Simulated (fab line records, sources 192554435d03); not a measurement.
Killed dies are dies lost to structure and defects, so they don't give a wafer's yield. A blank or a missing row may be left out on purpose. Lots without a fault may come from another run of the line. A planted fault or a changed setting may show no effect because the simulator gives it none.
Split-lot experiment | flow n5_finfet | 7 lots, 39 wafers read, on a route of 1938 steps

THE SPLIT
At N5_GATE_CUT_DESCUM_18 (chemistry O2, time 7 s), the setting time_s was moved away from the recipe's 7 s on 9 of the 39 wafers read, by -44.4% to +51.4%. The other wafers ran this setting at the recipe's value.

The file shows no step between the split and the reading.

THE READING
CAR-EUV_of_GATE_CUT_COAT_07.thk_nm (the simulator's own value, which no gauge read), in nm, at N5_GATE_CUT_ETCH_28 (etches underlayer in N2/H2, target depth 13 nm, time 10.4 s). The file gives no usual value for it. The 30 wafers here that ran the recipe average 14.6 nm, standard deviation 0.15 nm.

wafer  | tool, chamber at the split | time_s as run, s | against the recipe | CAR-EUV_of_GATE_CUT_COAT_07.thk_nm, nm | against lot-mates on the recipe
L081.1 | rie_diel-01, 0,3,1,3,0,1   | 7                | recipe             | 14.6                                   | -
L081.2 | rie_diel-01, 0,3,1,3,0,1   | 7                | recipe             | 14.6                                   | -
L081.4 | rie_diel-01, 0,3,1,3,0,1   | 7                | recipe             | 14.6                                   | -
L081.3 | rie_diel-01, 0,3,1,3,0,1   | 7                | recipe             | 14.8                                   | -
L081.5 | rie_diel-01, 0,3,1,3,0,1   | 7                | recipe             | 14.8                                   | -
L081.6 | rie_diel-01, 0,3,1,3,0,1   | 7                | recipe             | 14.8                                   | -
L083.1 | rie_diel-01, 2,3,3,2       | 7                | recipe             | 14.8                                   | -
L083.2 | rie_diel-01, 0,1           | 7                | recipe             | 14.8                                   | -
L083.4 | rie_diel-01, 0,1           | 7                | recipe             | 14.8                                   | -
L083.6 | rie_diel-01, 2,3,3,2       | 7                | recipe             | 14.8                                   | -
L083.3 | rie_diel-01, 2,3,3,2       | 7                | recipe             | 14.6                                   | -
L083.5 | rie_diel-01, 2,3,3,2       | 7                | recipe             | 14.4                                   | -
L084.1 | rie_diel-01, 0             | 7                | recipe             | 14.6                                   | -
L084.2 | rie_diel-01, 1,0           | 7                | recipe             | 14.6                                   | -
L084.6 | rie_diel-01, 1,0           | 7                | recipe             | 14.6                                   | -
L084.3 | rie_diel-01, 3,2,3         | 10.6             | +51.4%             | 12.6                                   | -2.0
L084.5 | rie_diel-01, 3,2,3         | 10.6             | +51.4%             | 12.6                                   | -2.0
L084.4 | rie_diel-01, 3,2,3         | 10.6             | +51.4%             | 12.8                                   | -1.8
L086.1 | rie_diel-06, 2,3,1         | 7                | recipe             | 14.4                                   | -
L086.2 | rie_diel-06, 2,3,1         | 7                | recipe             | 14.6                                   | -
L086.3 | rie_diel-06, 2,3,1         | 7                | recipe             | 14.6                                   | -
L087.1 | rie_diel-05, 3,2,0,1       | 7                | recipe             | 14.6                                   | -
L087.2 | rie_diel-05, 3,2,0,1       | 7                | recipe             | 14.6                                   | -
L087.3 | rie_diel-05, 3,2,0,1       | 7                | recipe             | 14.4                                   | -
L087.4 | rie_diel-05, 3,2,0,1       | 7                | recipe             | 14.4                                   | -
L087.5 | rie_diel-05, 3,2           | 7                | recipe             | 14.4                                   | -
L087.6 | rie_diel-05, 3,2           | 7                | recipe             | 14.4                                   | -
L091.1 | rie_diel-05, 0,3,1         | 7                | recipe             | 14.6                                   | -
L091.3 | rie_diel-05, 0,3,1         | 7                | recipe             | 14.6                                   | -
L091.2 | rie_diel-05, 1,2,2         | 5.188            | -25.9%             | 15.4                                   | +0.9
L091.4 | rie_diel-05, 1,2,2         | 5.188            | -25.9%             | 15.6                                   | +1.1
L091.5 | rie_diel-05, 1,2,2         | 5.188            | -25.9%             | 15.6                                   | +1.1
L091.6 | rie_diel-05, 0,3,1         | 7                | recipe             | 14.4                                   | -
L096.1 | rie_diel-01, 0             | 7                | recipe             | 14.8                                   | -
L096.2 | rie_diel-01, 1,3           | 3.89             | -44.4%             | 16.2                                   | +1.7
L096.6 | rie_diel-01, 2             | 3.89             | -44.4%             | 16.2                                   | +1.7
L096.3 | rie_diel-01, 2             | 7                | recipe             | 14.4                                   | -
L096.5 | rie_diel-01, 3             | 7                | recipe             | 14.4                                   | -
L096.4 | rie_diel-01, 1,3           | 3.89             | -44.4%             | 16                                     | +1.5
Where a row lists several chambers, the file gives one row for several wafers and doesn't say which wafer went through which chamber.

THE FIT
A straight line over all 39 wafers: CAR-EUV_of_GATE_CUT_COAT_07.thk_nm changes by -0.0363 nm for each +1% of time_s; r = -0.98; the points scatter about the line by 0.15 nm.
The same after taking each lot's own level away (the mean of its wafers on the recipe; 39 wafers): -0.0371 nm for each +1%; r = -0.99; scatter 0.12 nm.
On that fit, the largest move of time_s shifts the reading by 1.9 nm.
The lots' own levels span 14.47 to 14.70 nm, that is 1.6 times the standard deviation above.
So the lot-to-lot level changes the slope little: the two slopes agree.
Check: with one of the wafers moved furthest among these (+51.4%) left out of the fit, the line predicts -1.89 nm for it against its lot-mates. It came out at -2 nm against them.

OTHER SPLITS ON THESE WAFERS
These wafers also went through other splits before the reading. Each is held against what the fit with the lots' levels taken away leaves over:
other split on the same wafers     | wafers away from the commonest value | r with CAR-EUV_of_GATE_CUT_COAT_07.thk_nm (lot level and that fit taken away)
N5_SD_EPI_N_ETCH_16 target_depth_a | 12                                   | -0.14

THE WHOLE CHAIN: every reading that the file lists as answering this split, in the file's order
step                  | what it does                                                | reading                                                                             | change (the file's fit)                | r (the file's)
N5_GATE_CUT_DESCUM_18 | chemistry O2, time 7 s                                      | CAR-EUV_of_GATE_CUT_COAT_07.thk_nm (the simulator's own value, which no gauge read) | -0.0359 nm for each +1% of the setting | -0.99
N5_GATE_CUT_ETCH_28   | etches underlayer in N2/H2, target depth 13 nm, time 10.4 s | CAR-EUV_of_GATE_CUT_COAT_07.thk_nm (the simulator's own value, which no gauge read) | -0.0371 nm for each +1% of the setting | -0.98

THE FILE'S OWN FIT
CAR-EUV_of_GATE_CUT_COAT_07.thk_nm changes by -0.0371 nm for each +1% of time_s, r = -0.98.
